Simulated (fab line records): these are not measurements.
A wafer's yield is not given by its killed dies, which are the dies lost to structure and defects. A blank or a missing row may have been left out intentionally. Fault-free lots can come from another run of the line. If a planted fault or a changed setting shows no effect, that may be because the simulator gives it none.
8D (eight disciplines) problem report, filled in by code ; flow nand-harc ; the parts of the form that need people (team, actions taken, sign-off) are left out

## 1. THE ISSUE
Wafers without a fault read 188.47 W, standard deviation 0.15; heater-power-total-W at NHARC_P_M2_SOFTBAKE_04 reads a mean of 323.22 W on 9 wafers belonging to 3 lots. So: +99 or more standard deviations from the usual mean.
The step: time 55 s.
Seen first at day 13 01:00 on litho-track-06, wafer L169.1. The record holds 36 wafers of 12 lots with a number at this step. By rule, "out" or "out of limits" means more than 4 standard deviations away from the usual mean. The other wafers with a number count as sound.

## 2. WHAT IT IS; WHAT IT IS NOT
question;is;is not
which readings at this step;heater-power-total-W;-
which lots;L169, L171, L172;L153, L154, L159, L162, L163, L164, L174, L175, L176
which wafers of those lots;all that have a number;-
read on which tools;litho-track-06;litho-track-01, litho-track-04
when;from day 13 01:00;"up to then (18 sound wafers); but 9 sound wafers of L174, L175, L176 came after"

## 3. SUSPECTS, AND WHAT RULES EACH OUT
Counting: a tool at any process step up to the reading remains a suspect when it ran all the lots that are out and ran no sound lot after the first of those.
- litho-track-06 at NHARC_P_M2_SOFTBAKE_04 (time 55 s): kept. All lots that are out passed through it, beginning with L169 at day 13 01:00, and no sound lot followed; its final sound lot before that point was L163 at day 10 10:00. On those wafers its own readings are out: heater-power-total-W.
Remaining after the count: litho-track-06 at NHARC_P_M2_SOFTBAKE_04.

## 4. THE CAUSE (what the simulator had put in)
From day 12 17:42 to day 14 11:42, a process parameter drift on litho-track-06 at NHARC_P_M2_SOFTBAKE_04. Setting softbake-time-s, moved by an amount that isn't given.
After counting, this tool was the only one left.

## 5. THE EFFECT CHAIN, in route order
Each row: a reading whose mean over the struck wafers that have a number lies more than 3 standard deviations from the usual. Scope: only readings with a usual standard deviation given in the record; hours: median across lots of the time from each lot's start at the first step in this table that gives one to its start at this step; sigmas: change in usual standard deviations.
hours;step;reading;usual;on struck wafers;change;sigmas
0;NHARC_P_M2_SOFTBAKE_04;heater-power-total-W;188.47 W;323.22;+134.75;+99 or more
Process steps it contains:
- NHARC_P_M2_SOFTBAKE_04: time 55 s.
Later measuring or inspecting steps at which every struck wafer that the step has a row for has a number for every such reading, and none has moved that far: NHARC_END_SORT_01.

## 6. HOW IT WOULD HAVE BEEN CAUGHT EARLIER
7 hours passed between the start of the fault at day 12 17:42 and the first reading out of limits in this record, taken at day 13 01:00.
